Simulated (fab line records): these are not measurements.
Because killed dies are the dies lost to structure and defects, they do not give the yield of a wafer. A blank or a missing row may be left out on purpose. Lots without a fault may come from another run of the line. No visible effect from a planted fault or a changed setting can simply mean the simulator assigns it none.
Matching of chambers || flow nandHarc || NHARC_A_CHANNEL_HOLE_D2_DESCUM_15 on rieDiel-02: 4 sister chambers
The step chemistry O2, time 3 s. 4 wafers are shown with their chamber, then 9 later ones without.

EACH WAFER AND ITS CHAMBER
{"wafer": "L088.6", "chamber": 2, "rfVppV (V)": 57.1}
{"wafer": "L090.3", "chamber": 0, "rfVppV (V)": 58.5}
{"wafer": "L090.4", "chamber": 3, "rfVppV (V)": 56.4}
{"wafer": "L090.5", "chamber": 1, "rfVppV (V)": 58.4}

WAFERS WITH NO CHAMBER GIVEN
{"wafer": "L091.3", "rfVppV (V)": 57.6}
{"wafer": "L091.4", "rfVppV (V)": 57.8}
{"wafer": "L091.5", "rfVppV (V)": 57.6}
{"wafer": "L093.2", "rfVppV (V)": 58.0}
{"wafer": "L093.3", "rfVppV (V)": 58.4}
{"wafer": "L093.6", "rfVppV (V)": 58.3}
{"wafer": "L095.2", "rfVppV (V)": 57.8}
{"wafer": "L095.3", "rfVppV (V)": 57.4}
{"wafer": "L095.5", "rfVppV (V)": 56.9}

WHICH CHAMBER EACH WENT THROUGH
{"wafer": "L091.3", "from the rows above": "can't be placed: 2 or 1 or 0 or 3", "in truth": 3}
{"wafer": "L091.4", "from the rows above": "can't be placed: 1 or 2 or 0 or 3", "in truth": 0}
{"wafer": "L091.5", "from the rows above": "can't be placed: 2 or 1 or 0 or 3", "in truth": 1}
{"wafer": "L093.2", "from the rows above": "can't be placed: 1 or 0 or 2", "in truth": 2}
{"wafer": "L093.3", "from the rows above": "can't be placed: 1 or 0", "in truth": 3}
{"wafer": "L093.6", "from the rows above": "can't be placed: 1 or 0", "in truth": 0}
{"wafer": "L095.2", "from the rows above": "can't be placed: 1 or 2 or 0 or 3", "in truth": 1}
{"wafer": "L095.3", "from the rows above": "can't be placed: 2 or 1 or 3 or 0", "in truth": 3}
{"wafer": "L095.5", "from the rows above": "can't be placed: 2 or 3", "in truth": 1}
Correct placement for 0 of the 9. From these rows, 9 cannot be placed; in 7 the true chamber is one of the candidates. Placed wrongly: 0.
How it was worked out, from the rows above alone: a wafer's distance from a chamber is the root of the sum, over the readings, of the square of ((its reading less the chamber's mean) divided by the reading's scatter). If the next closest chamber is less than 2 further off than the closest, the wafer can't be placed; otherwise it belongs to the closest. The mean given for a chamber averages the wafers shown for that chamber. The scatter: with one shown wafer a chamber, the root of the mean of the squares of how far each hidden wafer lies from its nearest shown one.
